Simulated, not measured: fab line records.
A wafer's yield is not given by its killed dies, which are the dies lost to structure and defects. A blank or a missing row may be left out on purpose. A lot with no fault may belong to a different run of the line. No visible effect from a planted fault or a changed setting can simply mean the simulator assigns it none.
Matching of chambers + flow n5 finfet + 3 sister chambers for N5_BEOL_M4_PRE_CLEAN_60 on cvd co-01
The step time 15 s. 30 wafers are shown with their chamber, then 12 later ones without.

WAFERS WITH THEIR CHAMBER
| wafer  | chamber | heater power w (W) |
|--------|---------|--------------------|
| L076.1 | 0       | 66                 |
| L076.4 | 0       | 65                 |
| L076.5 | 2       | 98                 |
| L077.1 | 0       | 65                 |
| L077.3 | 2       | 97                 |
| L077.5 | 1       | 90                 |
| L078.1 | 0       | 65                 |
| L078.5 | 2       | 98                 |
| L078.6 | 0       | 66                 |
| L079.1 | 2       | 94                 |
| L079.3 | 0       | 63                 |
| L079.5 | 0       | 64                 |
| L080.2 | 2       | 97                 |
| L080.3 | 0       | 64                 |
| L080.6 | 0       | 66                 |
| L081.1 | 0       | 67                 |
| L081.3 | 1       | 90                 |
| L081.5 | 1       | 92                 |
| L082.2 | 1       | 94                 |
| L082.3 | 0       | 67                 |
| L082.5 | 0       | 63                 |
| L084.1 | 1       | 89                 |
| L084.5 | 0       | 65                 |
| L084.6 | 2       | 99                 |
| L086.1 | 0       | 63                 |
| L086.3 | 1       | 93                 |
| L086.4 | 0       | 66                 |
| L085.2 | 1       | 91                 |
| L085.3 | 2       | 97                 |
| L085.4 | 2       | 97                 |

SIGNATURES (means of the wafers above)
| reading        | chamber 0 | chamber 1 | chamber 2 | scatter within a chamber |
|----------------|-----------|-----------|-----------|--------------------------|
| heater power w | 65.00     | 91.29     | 97.12     | 1.49                     |
Rule: distance of a wafer from a chamber = root of the sum over the readings of ((wafer's reading minus chamber's mean) / reading's scatter) squared. The wafer belongs to the nearest chamber; if the next one is less than 2 further off, it can't be placed. The scatter: the root of (the sum of the squares of (reading less its chamber's mean) over the shown wafers, divided by (wafers less chambers)).

WAFERS WITH NO CHAMBER GIVEN
| wafer  | heater power w (W) |
|--------|--------------------|
| L092.1 | 65                 |
| L092.2 | 94                 |
| L092.4 | 91                 |
| L091.1 | 92                 |
| L091.3 | 99                 |
| L091.6 | 67                 |
| L093.3 | 98                 |
| L093.5 | 66                 |
| L093.6 | 92                 |
| L095.1 | 65                 |
| L095.2 | 89                 |
| L095.4 | 65                 |

WHICH CHAMBER EACH ONE RAN IN
| wafer  | from the rows above     | in truth |
|--------|-------------------------|----------|
| L092.1 | 0                       | 0        |
| L092.2 | can't be placed: 1 or 2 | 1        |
| L092.4 | 1                       | 1        |
| L091.1 | 1                       | 1        |
| L091.3 | 2                       | 2        |
| L091.6 | 0                       | 0        |
| L093.3 | 2                       | 2        |
| L093.5 | 0                       | 0        |
| L093.6 | 1                       | 1        |
| L095.1 | 0                       | 0        |
| L095.2 | 1                       | 1        |
| L095.4 | 0                       | 0        |
Correct placement for 11 of the 12. Unplaceable from these rows: 1, with the true chamber sitting among the candidates in 1. Placed wrongly: 0.
